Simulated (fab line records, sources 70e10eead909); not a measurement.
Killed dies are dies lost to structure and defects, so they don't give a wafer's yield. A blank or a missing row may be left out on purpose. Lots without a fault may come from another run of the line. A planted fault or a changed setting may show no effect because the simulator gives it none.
Which tool did it? | flow nand_harc | 24 lots, 72 wafers sampled, at 6 steps of a route of 1302

WHAT THE GAUGES READ, wafer by wafer
NHARC_A_ONON_D1_THK_MEAS_14: measures by ellipsometry.
lot  | measured     | on            | thk_nm (nm)
L074 | day 7 22:16  | film_metro-01 | 1017 1018 1016
L076 | day 8 11:27  | film_metro-02 | 1008 1007 1007
L075 | day 8 11:26  | film_metro-01 | 991 988 988
L077 | day 9 04:10  | film_metro-01 | 992 992 992
L078 | day 9 16:36  | film_metro-02 | 992 994 994
L079 | day 9 20:23  | film_metro-01 | 1000 1001 1000
L081 | day 10 14:09 | film_metro-02 | 996 997 997
L080 | day 10 14:05 | film_metro-02 | 995 997 993
L082 | day 11 08:59 | film_metro-01 | 982 984 983
L083 | day 11 09:04 | film_metro-02 | 1003 1002 1004
L084 | day 12 02:46 | film_metro-01 | 992 990 990
L085 | day 12 09:55 | film_metro-01 | 993 994 996
L086 | day 12 17:29 | film_metro-02 | 996 997 995
L088 | day 14 00:49 | film_metro-01 | 972 973 971
L087 | day 14 00:48 | film_metro-02 | 987 983 985
L089 | day 14 09:31 | film_metro-02 | 1000 1000 998
L090 | day 14 16:18 | film_metro-02 | 1006 1009 1007
L091 | day 15 02:38 | film_metro-01 | 987 988 986
L092 | day 15 08:26 | film_metro-02 | 1009 1007 1009
L093 | day 15 18:03 | film_metro-01 | 1009 1010 1010
L094 | day 16 12:10 | film_metro-02 | 1013 1011 1014
L095 | day 16 17:07 | film_metro-01 | 1018 1017 1019
L096 | day 17 03:15 | film_metro-01 | 999 1000 998
L097 | day 17 07:56 | film_metro-02 | 1017 1016 1016

WHICH TOOL RAN EACH LOT (tool, then ch and the chambers of the sampled wafers, then the start)
lot  | NHARC_P_CONTACT_ETCH_36                       | NHARC_P_CONTACT_STRIP_28           | NHARC_P_CONTACT_PVD_32                  | NHARC_P_M1_DEP_33               | NHARC_P_BONDPAD_DESCUM_11
L074 | rie_diel-08 ch 0,2,3, day 6 02:47 or earlier  | rie_diel-05 ch 1,2, day 6 02:47    | pvd_sputter-02, day 6 12:40 or earlier  | pecvd-03 ch 1,2, day 6 12:40    | rie_diel-09 ch 0,1,2, day 6 18:24
L076 | rie_diel-03 ch 0,3, day 6 14:26 or earlier    | rie_diel-03 ch 1,3, day 6 14:26    | pvd_sputter-01, day 7 00:23 or earlier  | pecvd-03 ch 0,2, day 7 00:23    | rie_diel-08 ch 0,1,2, day 7 06:16
L075 | rie_diel-08 ch 1,2, day 6 14:55 or earlier    | rie_diel-03 ch 1,3, day 6 14:55    | pvd_sputter-03, day 7 01:11 or earlier  | pecvd-03 ch 1,2, day 7 01:11    | rie_diel-08 ch 0,1,3, day 7 06:55
L077 | rie_diel-05 ch 1,2,3, day 7 04:51 or earlier  | rie_diel-03 ch 1,2,3, day 7 04:51  | pvd_sputter-01, day 7 14:46 or earlier  | pecvd-01 ch 1,2, day 7 14:46    | rie_diel-08 ch 0,1,3, day 7 20:46
L078 | rie_diel-03 ch 0,1,3, day 7 18:55 or earlier  | rie_diel-05 ch 0,1,2, day 7 18:55  | pvd_sputter-02, day 8 04:49 or earlier  | pecvd-01 ch 0,1, day 8 04:49    | rie_diel-08 ch 0,2,3, day 8 10:43
L079 | rie_diel-08 ch 1,2,3, day 7 23:41 or earlier  | rie_diel-05 ch 2,3, day 7 23:41    | pvd_sputter-01, day 8 09:49 or earlier  | pecvd-01 ch 0,1, day 8 09:49    | rie_diel-09 ch 0,1, day 8 15:50
L081 | rie_diel-05 ch 0,1,2, day 8 15:40 or earlier  | rie_diel-03 ch 0,1,2, day 8 15:40  | pvd_sputter-02, day 9 01:43 or earlier  | pecvd-01 ch 1,2, day 9 01:43    | rie_diel-03 ch 0,2, day 9 07:43
L080 | rie_diel-08 ch 0,2,3, day 8 16:26 or earlier  | rie_diel-05 ch 0,2,3, day 8 16:26  | pvd_sputter-02, day 9 02:33 or earlier  | pecvd-01 ch 0,1,2, day 9 02:33  | rie_diel-03 ch 0,1,2, day 9 08:43
L082 | rie_diel-05 ch 0,2, day 9 13:34 or earlier    | rie_diel-08 ch 2,3, day 9 13:34    | pvd_sputter-02, day 9 23:22 or earlier  | pecvd-01 ch 0,1, day 9 23:22    | rie_diel-08 ch 1,2,3, day 10 05:05
L083 | rie_diel-08 ch 2,3, day 9 15:01 or earlier    | rie_diel-08 ch 0,2,3, day 9 15:01  | pvd_sputter-03, day 10 00:59 or earlier | pecvd-03 ch 0,1,2, day 10 00:59 | rie_diel-09 ch 0,1,2, day 10 06:55
L084 | rie_diel-05 ch 0,1,2, day 10 06:20 or earlier | rie_diel-03 ch 1,2,3, day 10 06:20 | pvd_sputter-02, day 10 16:14 or earlier | pecvd-04 ch 0,1,2, day 10 16:14 | rie_diel-08 ch 1,3, day 10 22:11
L085 | rie_diel-03 ch 1,2,3, day 10 10:20 or earlier | rie_diel-05 ch 0,2, day 10 10:20   | pvd_sputter-02, day 10 20:13 or earlier | pecvd-03 ch 0,2, day 10 20:13   | rie_diel-09 ch 0,1,2, day 11 01:59
L086 | rie_diel-08 ch 0,3, day 10 20:51 or earlier   | rie_diel-08 ch 0,1,3, day 10 20:51 | pvd_sputter-02, day 11 07:03 or earlier | pecvd-01 ch 0,1,2, day 11 07:03 | rie_diel-03 ch 0,1, day 11 13:25
L088 | rie_diel-05 ch 0,1,3, day 12 03:30 or earlier | rie_diel-05 ch 0,1,3, day 12 03:30 | pvd_sputter-01, day 12 13:55 or earlier | pecvd-01 ch 0,1,2, day 12 13:55 | rie_diel-09 ch 0,1,2, day 12 20:05
L087 | rie_diel-03 ch 0,2, day 12 04:07 or earlier   | rie_diel-05 ch 0,1,3, day 12 04:07 | pvd_sputter-03, day 12 14:57 or earlier | pecvd-03 ch 0,1,2, day 12 14:57 | rie_diel-09 ch 1,2,3, day 12 20:41
L089 | rie_diel-05 ch 1,3, day 12 12:54 or earlier   | rie_diel-08 ch 0,1, day 12 12:54   | pvd_sputter-02, day 12 23:03 or earlier | pecvd-01 ch 0,1,2, day 12 23:03 | rie_diel-08 ch 0,3, day 13 04:54
L090 | rie_diel-05 ch 0,1, day 12 18:14 or earlier   | rie_diel-08 ch 1,2, day 12 18:14   | pvd_sputter-01, day 13 04:21 or earlier | pecvd-04 ch 0,1,2, day 13 04:21 | rie_diel-09 ch 2,3, day 13 10:06
L091 | rie_diel-08 ch 0,1,2, day 13 06:50 or earlier | rie_diel-05 ch 0,1, day 13 06:50   | pvd_sputter-01, day 13 16:46 or earlier | pecvd-04 ch 1,2, day 13 16:46   | rie_diel-08 ch 0,1, day 13 22:43
L092 | rie_diel-03 ch 0,2,3, day 13 11:44 or earlier | rie_diel-05 ch 1,3, day 13 11:44   | pvd_sputter-01, day 13 21:47 or earlier | pecvd-01 ch 0,1,2, day 13 21:47 | rie_diel-08 ch 1,2, day 14 03:34
L093 | rie_diel-03 ch 2,3, day 13 21:32 or earlier   | rie_diel-05 ch 1,3, day 13 21:32   | pvd_sputter-01, day 14 07:44 or earlier | pecvd-03 ch 0,1, day 14 07:44   | rie_diel-08 ch 0,1, day 14 13:35
L094 | rie_diel-08 ch 0,1,3, day 14 09:52 or earlier | rie_diel-03 ch 0,2,3, day 14 09:52 | pvd_sputter-02, day 14 19:55 or earlier | pecvd-04 ch 1,2, day 14 19:55   | rie_diel-03 ch 0,2,3, day 15 02:09
L095 | rie_diel-03 ch 2,3, day 14 20:06 or earlier   | rie_diel-08 ch 0,3, day 14 20:06   | pvd_sputter-02, day 15 06:17 or earlier | pecvd-03 ch 0,1,2, day 15 06:17 | rie_diel-09 ch 0,2, day 15 12:25
L096 | rie_diel-08 ch 0,2,3, day 15 05:18 or earlier | rie_diel-05 ch 1,2, day 15 05:18   | pvd_sputter-03, day 15 15:30 or earlier | pecvd-01 ch 0,2, day 15 15:30   | rie_diel-03 ch 1,2,3, day 15 21:24
L097 | rie_diel-03 ch 0,1, day 15 11:53 or earlier   | rie_diel-08 ch 0,3, day 15 11:53   | pvd_sputter-01, day 15 22:06 or earlier | pecvd-04 ch 0,1,2, day 15 22:06 | rie_diel-03 ch 0,1,3, day 16 04:10
- NHARC_P_CONTACT_ETCH_36: etches the open film in N2/H2, target depth 260 nm, time 406.25 s.
- NHARC_P_CONTACT_STRIP_28: strips in O2.
- NHARC_P_CONTACT_PVD_32: deposits Ti, target thk 5 nm, time 17.7 s.
- NHARC_P_M1_DEP_33: deposits SiCN, target thk 30 nm.
- NHARC_P_BONDPAD_DESCUM_11: chemistry O2, time 3 s.

WHAT THE TOOLS THEMSELVES READ (means of the sampled wafers that have a number; where no wafer has one, the mark that the record gives instead)
NHARC_P_CONTACT_ETCH_36.
lot  | tool        | drypump_motor_current_A (A) | oes_product_au (a.u.) | rf_vpp_V (V) | showerhead_plenum_p_Torr (Torr) | throttle_valve_pct (%)
L074 | rie_diel-08 | 6.1                         | 1.018                 | 431.4        | 2.07                            | 14.172
L076 | rie_diel-03 | 6.3                         | 0.996                 | 429.9        | 2.00                            | 14.176
L075 | rie_diel-08 | 6.5                         | 1.023                 | 430.5        | 2.05                            | 14.173
L077 | rie_diel-05 | 6.3                         | 0.998                 | 431.8        | 2.08                            | 14.168
L078 | rie_diel-03 | 6.1                         | 1.001                 | 430.8        | 2.04                            | 14.172
L079 | rie_diel-08 | 6.2                         | 1.015                 | 431.9        | 2.09                            | 14.160
L081 | rie_diel-05 | 6.3                         | 0.997                 | 431.3        | 2.07                            | 14.173
L080 | rie_diel-08 | 6.1                         | 1.014                 | 431.5        | 2.07                            | 14.169
L082 | rie_diel-05 | 6.3                         | 1.005                 | 433.5        | 2.13                            | 14.171
L083 | rie_diel-08 | 6.2                         | 1.009                 | 432.8        | 2.13                            | 14.162
L084 | rie_diel-05 | 6.3                         | 1.000                 | 431.4        | 2.07                            | 14.172
L085 | rie_diel-03 | 6.2                         | 1.001                 | 430.0        | 2.03                            | 14.175
L086 | rie_diel-08 | 5.8                         | 1.009                 | 431.7        | 2.11                            | 14.168
L088 | rie_diel-05 | 6.1                         | 1.005                 | 432.5        | 2.09                            | 14.175
L087 | rie_diel-03 | 6.3                         | 1.011                 | 430.3        | 2.01                            | 14.175
L089 | rie_diel-05 | 6.3                         | 0.997                 | 429.4        | 2.01                            | 14.177
L090 | rie_diel-05 | 6.2                         | 0.996                 | 429.9        | 2.00                            | 14.169
L091 | rie_diel-08 | 6.1                         | 1.012                 | 430.9        | 2.03                            | 14.173
L092 | rie_diel-03 | 6.3                         | 1.002                 | 429.0        | 1.99                            | 14.179
L093 | rie_diel-03 | 6.4                         | 0.999                 | 428.7        | 1.99                            | 14.176
L094 | rie_diel-08 | 5.9                         | 1.007                 | 431.5        | 2.08                            | 14.173
L095 | rie_diel-03 | 6.3                         | 0.998                 | 429.2        | 1.97                            | 14.166
L096 | rie_diel-08 | 6.1                         | 1.012                 | 431.1        | 2.07                            | 14.170
L097 | rie_diel-03 | 6.1                         | 0.999                 | 431.0        | 2.06                            | 14.173

NHARC_P_CONTACT_STRIP_28.
lot  | tool        | drypump_motor_current_A (A) | oes_product_au (a.u.) | rf_vpp_V (V) | showerhead_plenum_p_Torr (Torr) | throttle_valve_pct (%)
L074 | rie_diel-05 | 6.5                         | 1.007                 | 57.6         | 3.55                            | 17.038
L076 | rie_diel-03 | 6.1                         | 1.003                 | 58.1         | 3.58                            | 17.038
L075 | rie_diel-03 | 6.2                         | 0.995                 | 57.4         | 3.49                            | 17.029
L077 | rie_diel-03 | 6.2                         | 1.002                 | 57.5         | 3.52                            | 17.044
L078 | rie_diel-05 | 6.3                         | 1.001                 | 58.6         | 3.57                            | 17.036
L079 | rie_diel-05 | 6.2                         | 0.989                 | 57.7         | 3.74                            | 17.036
L081 | rie_diel-03 | 6.1                         | 1.010                 | 57.8         | 3.55                            | 17.035
L080 | rie_diel-05 | 6.1                         | 1.000                 | 58.8         | 3.72                            | 17.044
L082 | rie_diel-08 | 6.5                         | 1.018                 | 58.3         | 3.60                            | 17.030
L083 | rie_diel-08 | 6.1                         | 1.021                 | 57.9         | 3.57                            | 17.042
L084 | rie_diel-03 | 6.2                         | 0.999                 | 57.2         | 3.52                            | 17.034
L085 | rie_diel-05 | 6.3                         | 1.003                 | 57.9         | 3.67                            | 17.036
L086 | rie_diel-08 | 5.8                         | 1.009                 | 57.8         | 3.59                            | 17.034
L088 | rie_diel-05 | 6.1                         | 1.002                 | 57.7         | 3.61                            | 17.032
L087 | rie_diel-05 | 6.0                         | 0.997                 | 58.5         | 3.61                            | 17.035
L089 | rie_diel-08 | 5.7                         | 1.012                 | 57.3         | 3.50                            | 17.036
L090 | rie_diel-08 | 6.4                         | 1.012                 | 57.4         | 3.55                            | 17.036
L091 | rie_diel-05 | 6.2                         | 1.006                 | 58.5         | 3.47                            | 17.040
L092 | rie_diel-05 | 6.1                         | 1.006                 | 58.2         | 3.63                            | 17.035
L093 | rie_diel-05 | 6.1                         | 1.001                 | 58.2         | 3.63                            | 17.034
L094 | rie_diel-03 | 6.3                         | 0.999                 | 57.3         | 3.45                            | 17.044
L095 | rie_diel-08 | 5.7                         | 1.017                 | 58.0         | 3.55                            | 17.037
L096 | rie_diel-05 | 6.5                         | 1.006                 | 57.6         | 3.55                            | 17.035
L097 | rie_diel-08 | 5.7                         | 1.018                 | 58.8         | 3.55                            | 17.040

NHARC_P_CONTACT_PVD_32.
lot  | tool           | cathode_dc_power_W (W) | throttle_valve_pct (%)
L074 | pvd_sputter-02 | 4999.7                 | 28.7
L076 | pvd_sputter-01 | 5000.1                 | 30.2
L075 | pvd_sputter-03 | 5000.4                 | 29.5
L077 | pvd_sputter-01 | 5000.1                 | 29.0
L078 | pvd_sputter-02 | 4999.3                 | 30.4
L079 | pvd_sputter-01 | 5000.0                 | 29.5
L081 | pvd_sputter-02 | 5000.0                 | 29.7
L080 | pvd_sputter-02 | 4999.2                 | 29.4
L082 | pvd_sputter-02 | 4999.3                 | 29.7
L083 | pvd_sputter-03 | 5000.7                 | 30.5
L084 | pvd_sputter-02 | 5000.1                 | 30.3
L085 | pvd_sputter-02 | 5000.7                 | 28.9
L086 | pvd_sputter-02 | 5000.8                 | 29.9
L088 | pvd_sputter-01 | 5000.2                 | 29.0
L087 | pvd_sputter-03 | 5000.1                 | 29.1
L089 | pvd_sputter-02 | 5000.3                 | 30.0
L090 | pvd_sputter-01 | 5000.3                 | 29.0
L091 | pvd_sputter-01 | 4999.9                 | 29.4
L092 | pvd_sputter-01 | 5000.1                 | 28.2
L093 | pvd_sputter-01 | 4999.4                 | 30.0
L094 | pvd_sputter-02 | 4998.5                 | 29.0
L095 | pvd_sputter-02 | 5000.0                 | 30.0
L096 | pvd_sputter-03 | 4999.9                 | 29.4
L097 | pvd_sputter-01 | 5000.3                 | 29.1

NHARC_P_M1_DEP_33.
lot  | tool     | heater_power_w (W)
L074 | pecvd-03 | 613
L076 | pecvd-03 | 565
L075 | pecvd-03 | 594
L077 | pecvd-01 | 538
L078 | pecvd-01 | 629
L079 | pecvd-01 | 639
L081 | pecvd-01 | 549
L080 | pecvd-01 | 626
L082 | pecvd-01 | 641
L083 | pecvd-03 | 570
L084 | pecvd-04 | 586
L085 | pecvd-03 | 565
L086 | pecvd-01 | 586
L088 | pecvd-01 | 593
L087 | pecvd-03 | 590
L089 | pecvd-01 | 609
L090 | pecvd-04 | 571
L091 | pecvd-04 | 652
L092 | pecvd-01 | 587
L093 | pecvd-03 | 580
L094 | pecvd-04 | 655
L095 | pecvd-03 | 544
L096 | pecvd-01 | 662
L097 | pecvd-04 | 610

NHARC_P_BONDPAD_DESCUM_11.
lot  | tool        | drypump_motor_current_A (A) | oes_product_au (a.u.) | rf_vpp_V (V) | showerhead_plenum_p_Torr (Torr) | throttle_valve_pct (%)
L074 | rie_diel-09 | 5.6                         | 1.008                 | 57.7         | 1.88                            | 11.318
L076 | rie_diel-08 | 6.1                         | 1.018                 | 58.2         | 1.91                            | 11.315
L075 | rie_diel-08 | 5.8                         | 1.013                 | 57.8         | 1.95                            | 11.307
L077 | rie_diel-08 | 5.8                         | 1.012                 | 57.4         | 1.95                            | 11.324
L078 | rie_diel-08 | 6.1                         | 1.008                 | 57.6         | 1.94                            | 11.310
L079 | rie_diel-09 | 5.2                         | 0.998                 | 57.6         | 1.87                            | 11.310
L081 | rie_diel-03 | 6.3                         | 1.008                 | 58.2         | 1.89                            | 11.302
L080 | rie_diel-03 | 6.1                         | 1.009                 | 58.2         | 1.93                            | 11.310
L082 | rie_diel-08 | 6.2                         | 1.017                 | 58.2         | 1.96                            | 11.306
L083 | rie_diel-09 | 5.5                         | 0.993                 | 58.2         | 1.88                            | 11.312
L084 | rie_diel-08 | 6.0                         | 0.998                 | 58.3         | 2.00                            | 11.323
L085 | rie_diel-09 | 5.6                         | 0.994                 | 58.3         | 1.88                            | 11.310
L086 | rie_diel-03 | 6.1                         | 1.004                 | 57.8         | 1.93                            | 11.315
L088 | rie_diel-09 | 5.6                         | 1.006                 | 58.4         | 1.88                            | 11.319
L087 | rie_diel-09 | 5.6                         | 0.992                 | 57.9         | 1.91                            | 11.315
L089 | rie_diel-08 | 5.7                         | 1.009                 | 58.3         | 1.92                            | 11.315
L090 | rie_diel-09 | 5.6                         | 0.997                 | 57.6         | 1.90                            | 11.310
L091 | rie_diel-08 | 5.7                         | 1.011                 | 57.5         | 1.89                            | 11.317
L092 | rie_diel-08 | 6.2                         | 1.010                 | 57.5         | 1.93                            | 11.320
L093 | rie_diel-08 | 5.8                         | 1.009                 | 57.6         | 1.92                            | 11.316
L094 | rie_diel-03 | 6.3                         | 0.995                 | 56.9         | 1.87                            | 11.313
L095 | rie_diel-09 | 5.4                         | 0.987                 | 57.9         | 1.84                            | 11.304
L096 | rie_diel-03 | 6.2                         | 1.000                 | 57.4         | 1.90                            | 11.311
L097 | rie_diel-03 | 6.1                         | 0.999                 | 57.8         | 1.91                            | 11.310

THE ANSWER, worked out from the rows above alone
Rule: what is usual is taken from the lots themselves. Put in order of their means at a reading, lots are off if they are a third of the lots or fewer, leave a main group of 4 or more, and stand apart from it by a gap of 3 or more times the standard deviation of the main group's means; of several such gaps the widest counts. A main group whose means are all the same, to the digits that the tables above print for the reading, isn't used. A lot without any number at a reading at which 4 lots or more have one is off too. The other lots that the step has rows for count as sound. The gauges are gone through in route order, then the tools' own readings, and for those a lot's mean is taken as printed above. The first step at which some lot is off is used, and at that step the reading that is off furthest; a lot without a number counts as furthest.
No lot is off at any reading shown: from this, nothing can be told.

WHAT THE SIMULATOR HAD PUT IN
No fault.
